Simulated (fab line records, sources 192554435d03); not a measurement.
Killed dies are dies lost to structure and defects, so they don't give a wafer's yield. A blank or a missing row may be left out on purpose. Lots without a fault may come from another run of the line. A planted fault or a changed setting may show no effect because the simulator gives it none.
Chamber matching | flow n5_finfet | N5_BEOL_M14_CMP_49 on cmp-03: 4 sister chambers
The step polishes, stops on SiO2, t overpolish 5.2 s, target thk 560 nm. 8 wafers are shown with their chamber, then 8 later ones without.

WAFERS WITH THEIR CHAMBER
wafer  | chamber | motor_current_A (A) | time_to_endpoint_s (s)
L083.5 | 1       | 9.3                 | 117
L084.2 | 3       | 8.4                 | 118
L084.3 | 2       | 6.8                 | 118
L084.6 | 1       | 9.1                 | 121
L085.1 | 0       | 8.4                 | 131
L085.3 | 2       | 6.7                 | 114
L085.6 | 0       | 8.2                 | 129
L091.4 | 3       | 7.8                 | 123

WAFERS WITHOUT THEIR CHAMBER
wafer  | motor_current_A (A) | time_to_endpoint_s (s)
L091.5 | 9.6                 | 123
L091.6 | 7.1                 | 121
L095.3 | 7.9                 | 128
L095.4 | 8.7                 | 135
L095.5 | 7.5                 | 121
L097.1 | 7.6                 | 129
L097.2 | 9.0                 | 132
L097.6 | 9.5                 | 126

WHICH CHAMBER EACH WENT THROUGH
wafer  | from the rows above     | in truth
L091.5 | 1                       | 1
L091.6 | can't be placed: 2 or 3 | 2
L095.3 | can't be placed: 0 or 3 | 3
L095.4 | 0                       | 0
L095.5 | can't be placed: 3 or 2 | 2
L097.1 | can't be placed: 0 or 3 | 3
L097.2 | can't be placed: 0 or 1 | 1
L097.6 | 1                       | 1
Placed correctly: 3 of 8. Can't be placed from these rows: 5 (the true chamber is among the candidates in 5). Placed wrongly: 0.
How it was worked out, from the rows above alone: a wafer's distance from a chamber is the root of the sum, over the readings, of the square of ((its reading less the chamber's mean) divided by the reading's scatter). The wafer belongs to the nearest chamber; if the next one is less than 2 further off, it can't be placed. A chamber's mean is the mean of its shown wafers. The scatter: the root of (the sum of the squares of (reading less its chamber's mean) over the shown wafers, divided by (wafers less chambers)).
